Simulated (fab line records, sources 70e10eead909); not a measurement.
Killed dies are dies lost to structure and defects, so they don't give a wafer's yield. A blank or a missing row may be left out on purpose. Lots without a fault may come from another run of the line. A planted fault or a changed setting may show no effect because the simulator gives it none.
Chamber matching | flow nand_harc | NHARC_A_M0_DESCUM_14 on rie_diel-10: 4 sister chambers
The step chemistry O2, time 3 s. 27 wafers are shown with their chamber, then 12 later ones without.

WAFERS WITH THEIR CHAMBER
wafer  | chamber | showerhead_plenum_p_Torr (Torr) | drypump_motor_current_A (A) | oes_product_au (a.u.)
L074.2 | 1       | 1.93                            | 5.1                         | 1.006
L074.3 | 3       | 1.83                            | 5.0                         | 1.008
L074.5 | 0       | 1.96                            | 5.7                         | 1.002
L075.1 | 0       | 1.96                            | 5.6                         | 0.993
L075.2 | 2       | 1.79                            | 5.9                         | 1.001
L075.4 | 1       | 1.93                            | 5.1                         | 1.006
L076.4 | 3       | 1.83                            | 5.0                         | 0.991
L076.5 | 3       | 1.83                            | 5.0                         | 0.993
L076.6 | 2       | 1.79                            | 5.9                         | 0.996
L079.1 | 2       | 1.79                            | 5.9                         | 1.000
L079.3 | 0       | 1.95                            | 5.7                         | 0.994
L079.5 | 3       | 1.83                            | 5.0                         | 0.991
L080.2 | 1       | 1.93                            | 5.1                         | 0.997
L080.5 | 3       | 1.83                            | 5.0                         | 0.997
L080.6 | 0       | 1.95                            | 5.6                         | 1.000
L082.1 | 3       | 1.83                            | 5.0                         | 0.994
L082.2 | 1       | 1.93                            | 5.1                         | 1.007
L082.5 | 1       | 1.93                            | 5.1                         | 1.007
L084.2 | 2       | 1.79                            | 5.9                         | 0.994
L084.4 | 1       | 1.93                            | 5.1                         | 1.002
L084.6 | 0       | 1.95                            | 5.6                         | 1.003
L083.3 | 0       | 1.95                            | 5.7                         | 1.005
L083.4 | 2       | 1.79                            | 5.9                         | 0.998
L083.6 | 0       | 1.95                            | 5.7                         | 1.001
L085.3 | 3       | 1.83                            | 5.0                         | 0.999
L085.4 | 0       | 1.95                            | 5.7                         | 0.996
L085.6 | 0       | 1.95                            | 5.6                         | 0.997

SIGNATURES (means of the wafers above)
reading                  | chamber 0 | chamber 1 | chamber 2 | chamber 3 | scatter within a chamber
showerhead_plenum_p_Torr | 1.9522    | 1.9300    | 1.7900    | 1.8300    | 0.0026
drypump_motor_current_A  | 5.656     | 5.100     | 5.900     | 5.000     | 0.0311
oes_product_au           | 0.99900   | 1.00417   | 0.99780   | 0.99614   | 0.00451
Rule: a wafer's distance from a chamber is the root of the sum, over the readings, of the square of ((its reading less the chamber's mean) divided by the reading's scatter). The wafer belongs to the nearest chamber; if the next one is less than 2 further off, it can't be placed. The scatter: the root of (the sum of the squares of (reading less its chamber's mean) over the shown wafers, divided by (wafers less chambers)).

WAFERS WITHOUT THEIR CHAMBER
wafer  | showerhead_plenum_p_Torr (Torr) | drypump_motor_current_A (A) | oes_product_au (a.u.)
L087.1 | 1.95                            | 5.6                         | 1.005
L087.2 | 1.79                            | 5.9                         | 1.007
L087.5 | 1.93                            | 5.1                         | 1.012
L088.2 | 1.83                            | 5.0                         | 1.002
L088.4 | 1.79                            | 5.9                         | 1.015
L088.6 | 1.79                            | 5.9                         | 1.002
L090.1 | 1.95                            | 5.7                         | 0.992
L090.3 | 1.83                            | 4.9                         | 0.998
L090.6 | 1.93                            | 5.1                         | 1.004
L092.3 | 1.83                            | 5.0                         | 0.998
L092.4 | 1.95                            | 5.7                         | 0.997
L092.6 | 1.83                            | 5.0                         | 0.994

WHICH CHAMBER EACH WENT THROUGH
wafer  | from the rows above | in truth
L087.1 | 0                   | 0
L087.2 | 2                   | 2
L087.5 | 1                   | 1
L088.2 | 3                   | 3
L088.4 | 2                   | 2
L088.6 | 2                   | 2
L090.1 | 0                   | 0
L090.3 | 3                   | 3
L090.6 | 1                   | 1
L092.3 | 3                   | 3
L092.4 | 0                   | 0
L092.6 | 3                   | 3
Placed correctly: 12 of 12. Can't be placed from these rows: 0. Placed wrongly: 0.
